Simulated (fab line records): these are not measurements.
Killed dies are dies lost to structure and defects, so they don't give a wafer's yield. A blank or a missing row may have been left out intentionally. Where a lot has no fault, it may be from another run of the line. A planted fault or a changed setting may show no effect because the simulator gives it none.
Which tool did it? + flow nand-harc + 24 lots with 72 wafers sampled at 5 steps, on a route of 1159 steps

WHAT EACH GAUGE READ, for each wafer
NHARC_P_CONTACT_OVL_MEAS_13. Usual: overlay-x-nm 0.2 nm, standard deviation 0.65; overlay-y-nm 0.1 nm, standard deviation 1.1.
| lot  | measured     | on         | overlay-x-nm (nm) | overlay-y-nm (nm) | flag |
|------|--------------|------------|-------------------|-------------------|------|
| L074 | day 5 12:58  | overlay-01 | 1.3 1.0 0.5       | 0.9 0.9 1.4       |      |
| L075 | day 5 14:11  | overlay-01 | 1.2 0.4 0.7       | -1.1 -0.6 -1.0    |      |
| L077 | day 6 02:14  | overlay-02 | -0.5 -0.3 -0.3    | 0.3 0.3 1.3       |      |
| L076 | day 6 04:22  | overlay-01 | 0.4 0.4 0.5       | -0.9 -1.1 -0.5    |      |
| L078 | day 6 12:48  | overlay-01 | 0.7 0.1 0.3       | -1.4 -1.3 -1.1    |      |
| L079 | day 6 23:35  | overlay-01 | 0.5 -0.3 -0.1     | 0.3 -0.7 0.2      |      |
| L080 | day 7 05:05  | overlay-02 | 1.7 0.9 0.9       | 1.5 1.5 1.7       |      |
| L083 | day 7 10:11  | overlay-01 | 1.2 0.5 0.6       | 1.3 1.4 2.0       |      |
| L082 | day 7 10:43  | overlay-02 | -0.1 -0.5 0.0     | -0.1 0.2 0.5      |      |
| L081 | day 7 11:28  | overlay-02 | 0.2 0.4 0.2       | 1.0 0.6 0.7       |      |
| L085 | day 8 05:41  | overlay-02 | 1.0 0.7 0.1       | -0.4 -0.2 0.0     |      |
| L084 | day 8 06:05  | overlay-01 | -0.2 -0.2 -0.7    | -0.7 -0.9 -1.7    |      |
| L086 | day 8 20:53  | overlay-02 | 0.0 -0.2 -0.5     | -1.5 -0.9 -1.5    |      |
| L088 | day 8 21:54  | overlay-02 | 0.1 -0.4 -0.9     | 0.2 0.4 0.1       |      |
| L087 | day 8 22:28  | overlay-01 | 0.4 0.4 -0.3      | 1.3 1.4 1.1       |      |
| L089 | day 9 12:19  | overlay-01 | -0.9 -0.7 -0.9    | 1.9 2.5 2.4       |      |
| L090 | day 9 12:47  | overlay-02 | 0.7 0.3 -0.1      | -1.0 -0.9 0.0     |      |
| L091 | day 9 22:10  | overlay-01 | -0.8 -0.6 -0.7    | -0.8 -1.8 -1.4    |      |
| L092 | day 9 22:31  | overlay-02 | 1.4 0.9 1.4       | -0.5 -0.5 -0.4    |      |
| L093 | day 10 03:47 | overlay-01 | 1.2 1.0 0.9       | 0.4 0.3 0.3       |      |
| L094 | day 10 16:35 | overlay-01 | 0.1 0.4 0.0       | 0.9 0.8 0.6       |      |
| L095 | day 10 21:30 | overlay-01 | 0.6 0.9 0.6       | -1.9 -1.7 -1.4    |      |
| L096 | day 10 23:56 | overlay-01 | 0.1 -0.3 -0.1     | 0.4 0.2 0.3       |      |
| L097 | day 11 18:31 | overlay-02 | -0.6 -1.0 -1.1    | 0.5 1.3 0.1       |      |

NHARC_P_CONTACT_CD_MEAS_19. Usual: cd-nm at 90.3 nm, with a standard deviation of 1.9.
| lot  | measured     | on        | cd-nm (nm)     | flag |
|------|--------------|-----------|----------------|------|
| L074 | day 5 14:24  | cd-sem-03 | 89.0 88.0 93.7 |      |
| L075 | day 5 15:27  | cd-sem-01 | 88.5 92.2 88.9 |      |
| L077 | day 6 03:11  | cd-sem-02 | 93.7 93.2 93.4 |      |
| L076 | day 6 05:20  | cd-sem-02 | 90.4 91.2 92.3 |      |
| L078 | day 6 13:47  | cd-sem-02 | 88.8 90.9 90.1 |      |
| L079 | day 7 00:34  | cd-sem-01 | 89.8 88.4 89.3 |      |
| L080 | day 7 06:04  | cd-sem-01 | 89.8 87.9 86.8 |      |
| L083 | day 7 11:09  | cd-sem-01 | 91.0 92.2 93.7 |      |
| L082 | day 7 11:50  | cd-sem-03 | 87.8 91.3 90.7 |      |
| L081 | day 7 12:25  | cd-sem-01 | 91.0 92.2 93.9 |      |
| L085 | day 8 06:43  | cd-sem-02 | 89.5 87.7 89.1 |      |
| L084 | day 8 07:03  | cd-sem-03 | 88.6 90.8 93.2 |      |
| L086 | day 8 21:59  | cd-sem-01 | 88.6 87.7 90.2 |      |
| L088 | day 8 22:56  | cd-sem-03 | 88.1 86.4 89.7 |      |
| L087 | day 8 23:26  | cd-sem-02 | 91.8 91.9 89.5 |      |
| L089 | day 9 13:17  | cd-sem-02 | 92.1 90.2 88.8 |      |
| L090 | day 9 15:47  | cd-sem-01 | 87.5 90.5 91.6 |      |
| L091 | day 9 23:17  | cd-sem-01 | 95.3 90.0 92.0 |      |
| L092 | day 9 23:31  | cd-sem-03 | 92.6 92.1 91.8 |      |
| L093 | day 10 04:46 | cd-sem-02 | 86.6 87.5 87.4 |      |
| L094 | day 10 17:34 | cd-sem-01 | 92.0 88.5 87.6 |      |
| L095 | day 10 22:29 | cd-sem-01 | 89.8 87.5 88.8 |      |
| L096 | day 11 00:55 | cd-sem-03 | 90.7 89.7 90.2 |      |
| L097 | day 11 19:29 | cd-sem-02 | 92.6 88.6 88.6 |      |

NHARC_P_M0_CD_MEAS_16. Usual: cd-nm at 89.7 nm, with a standard deviation of 1.4.
| lot  | measured     | on        | cd-nm (nm)     | flag |
|------|--------------|-----------|----------------|------|
| L074 | day 5 18:31  | cd-sem-03 | 88.9 88.0 88.4 |      |
| L075 | day 5 19:37  | cd-sem-02 | 89.3 89.6 91.5 |      |
| L077 | day 6 06:47  | cd-sem-01 | 89.8 91.9 91.1 |      |
| L076 | day 6 10:42  | cd-sem-02 | 88.8 88.7 88.2 |      |
| L078 | day 6 19:38  | cd-sem-02 | 89.8 89.1 89.7 |      |
| L079 | day 7 06:35  | cd-sem-02 | 89.3 89.1 88.5 |      |
| L080 | day 7 09:37  | cd-sem-02 | 89.2 92.4 90.9 |      |
| L083 | day 7 16:28  | cd-sem-02 | 89.1 90.0 87.8 |      |
| L082 | day 7 16:38  | cd-sem-02 | 89.8 90.8 92.0 |      |
| L081 | day 7 17:05  | cd-sem-02 | 88.4 89.8 89.6 |      |
| L085 | day 8 10:19  | cd-sem-03 | 88.6 90.6 88.5 |      |
| L084 | day 8 10:40  | cd-sem-01 | 88.3 88.4 87.3 |      |
| L086 | day 9 08:11  | cd-sem-02 | 88.3 87.7 89.7 |      |
| L088 | day 9 08:45  | cd-sem-02 | 92.2 93.2 91.5 |      |
| L087 | day 9 09:16  | cd-sem-02 | 90.1 89.0 87.5 |      |
| L089 | day 9 18:25  | cd-sem-02 | 91.4 91.5 91.1 |      |
| L090 | day 9 19:24  | cd-sem-03 | 88.4 87.8 88.7 |      |
| L091 | day 10 09:39 | cd-sem-02 | 88.1 87.7 87.7 |      |
| L092 | day 10 10:13 | cd-sem-01 | 90.7 89.1 90.5 |      |
| L093 | day 10 11:49 | cd-sem-02 | 88.6 88.8 89.0 |      |
| L094 | day 11 00:09 | cd-sem-02 | 91.5 92.4 90.6 |      |
| L095 | day 11 04:02 | cd-sem-03 | 88.4 90.9 89.5 |      |
| L096 | day 11 04:27 | cd-sem-01 | 89.7 88.5 89.7 |      |
| L097 | day 12 04:36 | cd-sem-01 | 90.4 89.7 88.6 |      |

NHARC_P_M0_INSPECT_27. Usual: raw-defect-count at 358, with a standard deviation of 140.
| lot  | measured     | on                | raw-defect-count | flag |
|------|--------------|-------------------|------------------|------|
| L074 | day 5 20:43  | defect-inspect-02 | 317 605 266      |      |
| L075 | day 5 21:48  | defect-inspect-01 | 403 301 238      |      |
| L077 | day 6 08:58  | defect-inspect-01 | 340 214 371      |      |
| L076 | day 6 12:52  | defect-inspect-02 | 336 185 240      |      |
| L078 | day 6 21:53  | defect-inspect-02 | 248 311 247      |      |
| L079 | day 7 08:47  | defect-inspect-01 | 212 248 210      |      |
| L080 | day 7 11:46  | defect-inspect-02 | 619 668 624      |      |
| L083 | day 7 18:58  | defect-inspect-01 | 372 272 203      |      |
| L082 | day 7 18:50  | defect-inspect-01 | 372 472 606      |      |
| L081 | day 7 19:16  | defect-inspect-01 | 302 563 452      |      |
| L085 | day 8 12:29  | defect-inspect-01 | 394 448 576      |      |
| L084 | day 8 12:54  | defect-inspect-02 | 377 337 537      |      |
| L086 | day 9 10:23  | defect-inspect-02 | 153 211 321      |      |
| L088 | day 9 10:56  | defect-inspect-01 | 283 305 271      |      |
| L087 | day 9 11:28  | defect-inspect-01 | 189 271 380      |      |
| L089 | day 9 20:35  | defect-inspect-01 | 330 546 217      |      |
| L090 | day 9 21:38  | defect-inspect-01 | 390 490 910      |      |
| L091 | day 10 11:53 | defect-inspect-01 | 266 418 295      |      |
| L092 | day 10 12:25 | defect-inspect-01 | 292 214 235      |      |
| L093 | day 10 14:01 | defect-inspect-02 | 300 546 441      |      |
| L094 | day 11 02:19 | defect-inspect-02 | 326 337 137      |      |
| L095 | day 11 06:28 | defect-inspect-01 | 232 247 295      |      |
| L096 | day 11 07:09 | defect-inspect-02 | 533 216 377      |      |
| L097 | day 12 06:50 | defect-inspect-02 | 417 425 515      |      |

EACH LOT AND THE TOOL THAT RAN IT (in order: tool; ch and the chambers of the sampled wafers; start)
| lot  | NHARC_P_GATE_STRIP_95                |
|------|--------------------------------------|
| L074 | plasma-asher-02 ch 0,1, day 5 09:31  |
| L075 | plasma-asher-02 ch 1, day 5 10:34    |
| L077 | plasma-asher-01 ch 0,1, day 5 22:28  |
| L076 | plasma-asher-01 ch 0,1, day 5 23:46  |
| L078 | plasma-asher-02 ch 0,1, day 6 09:17  |
| L079 | plasma-asher-02 ch 0,1, day 6 19:59  |
| L080 | plasma-asher-02 ch 0,1, day 7 01:35  |
| L083 | plasma-asher-01 ch 0,1, day 7 06:32  |
| L082 | plasma-asher-02 ch 0,1, day 7 07:01  |
| L081 | plasma-asher-02 ch 0,1, day 7 07:54  |
| L085 | plasma-asher-01 ch 0,1, day 8 01:35  |
| L084 | plasma-asher-01 ch 0,1, day 8 02:22  |
| L086 | plasma-asher-01 ch 0,1, day 8 17:20  |
| L088 | plasma-asher-01 ch 0,1, day 8 18:07  |
| L087 | plasma-asher-01 ch 0,1, day 8 18:55  |
| L089 | plasma-asher-02 ch 0,1, day 9 08:31  |
| L090 | plasma-asher-01 ch 0,1, day 9 09:05  |
| L091 | plasma-asher-02 ch 0,1, day 9 18:20  |
| L092 | plasma-asher-01 ch 0,1, day 9 18:35  |
| L093 | plasma-asher-02 ch 0,1, day 10 00:13 |
| L094 | plasma-asher-02 ch 0,1, day 10 13:01 |
| L095 | plasma-asher-02 ch 0,1, day 10 17:49 |
| L096 | plasma-asher-02 ch 0,1, day 10 20:22 |
| L097 | plasma-asher-02 ch 0,1, day 11 14:58 |
- NHARC_P_GATE_STRIP_95: strips in O2.

AS READ BY THE TOOLS THEMSELVES (means over the sampled wafers that have a number; for cases with no such wafer, the mark the record gives instead)
NHARC_P_GATE_STRIP_95. Usual: drypump-motor-current-A 5.7 A, standard deviation 0.32; heater-power-w 329 W, standard deviation 26.
| lot  | tool            | drypump-motor-current-A (A) | heater-power-w (W) | flag |
|------|-----------------|-----------------------------|--------------------|------|
| L074 | plasma-asher-02 | 5.6                         | 347                |      |
| L075 | plasma-asher-02 | 6.1                         | 310                |      |
| L077 | plasma-asher-01 | 5.7                         | 339                |      |
| L076 | plasma-asher-01 | 5.6                         | 336                |      |
| L078 | plasma-asher-02 | 5.6                         | 344                |      |
| L079 | plasma-asher-02 | 5.8                         | 330                |      |
| L080 | plasma-asher-02 | 5.8                         | 326                |      |
| L083 | plasma-asher-01 | 5.6                         | 336                |      |
| L082 | plasma-asher-02 | 5.6                         | 349                |      |
| L081 | plasma-asher-02 | 5.8                         | 332                |      |
| L085 | plasma-asher-01 | 5.6                         | 316                |      |
| L084 | plasma-asher-01 | 5.6                         | 336                |      |
| L086 | plasma-asher-01 | 5.6                         | 335                |      |
| L088 | plasma-asher-01 | 5.6                         | 316                |      |
| L087 | plasma-asher-01 | 5.6                         | 311                |      |
| L089 | plasma-asher-02 | 5.8                         | 323                |      |
| L090 | plasma-asher-01 | 5.6                         | 315                |      |
| L091 | plasma-asher-02 | 5.6                         | 330                |      |
| L092 | plasma-asher-01 | 5.7                         | 332                |      |
| L093 | plasma-asher-02 | 5.8                         | 319                |      |
| L094 | plasma-asher-02 | 5.6                         | 337                |      |
| L095 | plasma-asher-02 | 5.6                         | 330                |      |
| L096 | plasma-asher-02 | 5.8                         | 319                |      |
| L097 | plasma-asher-02 | 5.8                         | 323                |      |

THE ANSWER, worked out from the rows above alone
Rule: lot off if the mean of its wafers having a number is beyond 3 standard deviations from the usual mean. Also off: a lot with no number at a reading for which 4 or more lots have one. The other lots that the step has rows for count as sound. The gauges are gone through in route order, then the tools' own readings, and for those a lot's mean is taken as printed above. At the first step where some lot is off, the reading lying furthest off is the one used; lots without a number count as furthest.
None of the lots is off at any reading shown; this tells nothing.

WHAT THE SIMULATOR PUT IN
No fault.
